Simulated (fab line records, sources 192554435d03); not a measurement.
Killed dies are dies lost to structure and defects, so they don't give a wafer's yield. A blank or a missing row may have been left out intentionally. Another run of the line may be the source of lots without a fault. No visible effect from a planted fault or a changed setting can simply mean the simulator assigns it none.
A struck lot beside a sound one ; flow n5-finfet ; 19 out of 1938 route steps
Sound: wafers L892.1, L892.4, L892.5. Struck: wafer L899.2 (left out: L899.5, a lot-mate that was not struck); the cause follows at the end.
Order at every step that has rows: each side's tool, ch and its chambers, its first start. Under that, the readings that differ: sound wafers ; struck wafers ; difference of the means ; sigmas: that difference in standard deviations of wafers without a fault.
alike: same words and numbers on both sides, and readings whose means sit less than 2 such deviations apart. not compared: any withheld reading, any reading some wafer has no value for, any bound like >300 that may hide the same value, and any number with overlapping values for which the record gives no deviation.
Wherever a step has rows on one side only, a row that says differs or no value, or a row with sigmas, the two part there. When numbers do not overlap yet have no deviation, they are printed without sigmas and do not part them. A reading missing from all wafers of one side parts the sides only when that side holds two or more wafers.

N5_BEOL_M14_ETCH_67: etches SiARC in CF4, target depth 143 nm, time 238.3 s.
  sound on rie-diel-05 ch 1,2,3, day 11 17:07; struck on rie-diel-03 ch 0, day 13 12:58
reading;sound;struck;difference;sigmas
oes-product-au (a.u.);0.74 0.59 0.60;0.82;+0.18;+2
  alike: drypump-motor-current-A, etch-rf-on-time-s, rf-vpp-V, showerhead-plenum-p-Torr, throttle-valve-pct
  not compared: rf-hours-counter-h
then, 2 steps without rows for these wafers: N5_BEOL_M14_ETCH_68 (etches SOC in N2/H2, time 450 s); N5_BEOL_M14_STRIP_69 (strips in N2/H2).
N5_BEOL_M14_TRENCH_ETCH_34: etches SiO2 in C4F8/O2/Ar, target depth 556.65 nm, time 126.9 s.
  sound on rie-diel-05 ch 1,2,3, day 11 17:32; struck on rie-diel-03 ch 0, day 13 13:23
  alike: drypump-motor-current-A, he-inner-torr, oes-product-au, rf-vpp-V, showerhead-plenum-p-Torr, throttle-valve-pct
  not compared: rf-hours-counter-h
then, 1 step without rows for these wafers: N5_BEOL_M14_STRIP_70 (strips in C4F8/O2/Ar).
N5_BEOL_M14_OCD_MEAS_35:
  sound: ocd-02 at day 11 17:41; struck: ocd-01 at day 13 13:33
  alike: trench-depth-nm
then, 1 step without rows for these wafers: N5_BEOL_M14_STRIP_37 (strips in O2).
N5_BEOL_M14_ETCH_38: etches SiCN in CF4/N2, target depth 106.5 nm, time 120.6 s.
  sound: rie-diel-03 ch 0,1,3; struck: rie-diel-02 ch 2
  alike: drypump-motor-current-A, oes-product-au, rf-vpp-V, showerhead-plenum-p-Torr, throttle-valve-pct
  not compared: rf-hours-counter-h
then, 4 steps without rows for these wafers: N5_BEOL_M14_PRECLEAN_39 (cleans in residue remover, time 60 s); N5_BEOL_M14_SRD_40 (time 30 s, dry time 30 s); N5_BEOL_M14_DEGAS_41 (time 60 s); N5_BEOL_M14_PRE_CLEAN_42 (time 30 s).
N5_BEOL_M14_SPUTTER_43: material TaN, target thk 15 nm, time 24.19 s.
  sound: pvd-sputter-02 at day 11 22:16; struck: pvd-sputter-01 at day 13 18:30
reading;sound;struck;difference;sigmas
model.TaN_of_BEOL_M14_SPUTTER_43.thk-nm (nm);14.8 14.8 15;19.6;+4.7;
  alike: throttle-valve-pct
N5_BEOL_M14_SPUTTER_44: material Ta, target thk 15 nm, time 24.19 s.
  sound: pvd-sputter-02 at day 11 22:20; struck: pvd-sputter-01 at day 13 18:35
  alike: throttle-valve-pct
N5_BEOL_M14_SPUTTER_45: material Cu, target thk 100 nm, time 16.67 s.
  sound: pvd-sputter-02 at day 11 22:25; struck: pvd-sputter-01 at day 13 18:40
  alike: throttle-valve-pct
then, 2 steps without rows for these wafers: N5_BEOL_M14_ECD_47 (material Cu, target thk 1248 nm); N5_BEOL_M14_ANNEAL_48 (time 90 s).
N5_BEOL_M14_CMP_49: polishes, stops on SiO2, t overpolish 5.2 s, target thk 560 nm.
  sound on cmp-02 ch 0,2,3, day 12 00:12; struck on cmp-01 ch 3, day 13 19:20
reading;sound;struck;difference;sigmas
barrier-field-endpoint-s (s);11.13 11.26 11.14;13.16;+1.98;+7
  alike: clearing-platen-rpm, motor-current-A
N5_BEOL_M14_THK_MEAS_50: measures by xrf.
  sound: film-metro-02 at day 12 00:28; struck: film-metro-01 at day 13 19:34
  alike: M14_THK

WHERE THEY PART
Last at N5_BEOL_M14_CMP_49 as far as this record goes, first at N5_BEOL_M14_ETCH_67. Later steps at which nothing parts them and some readings are alike: N5_BEOL_M14_THK_MEAS_50.

WHY: whatever the simulator had introduced
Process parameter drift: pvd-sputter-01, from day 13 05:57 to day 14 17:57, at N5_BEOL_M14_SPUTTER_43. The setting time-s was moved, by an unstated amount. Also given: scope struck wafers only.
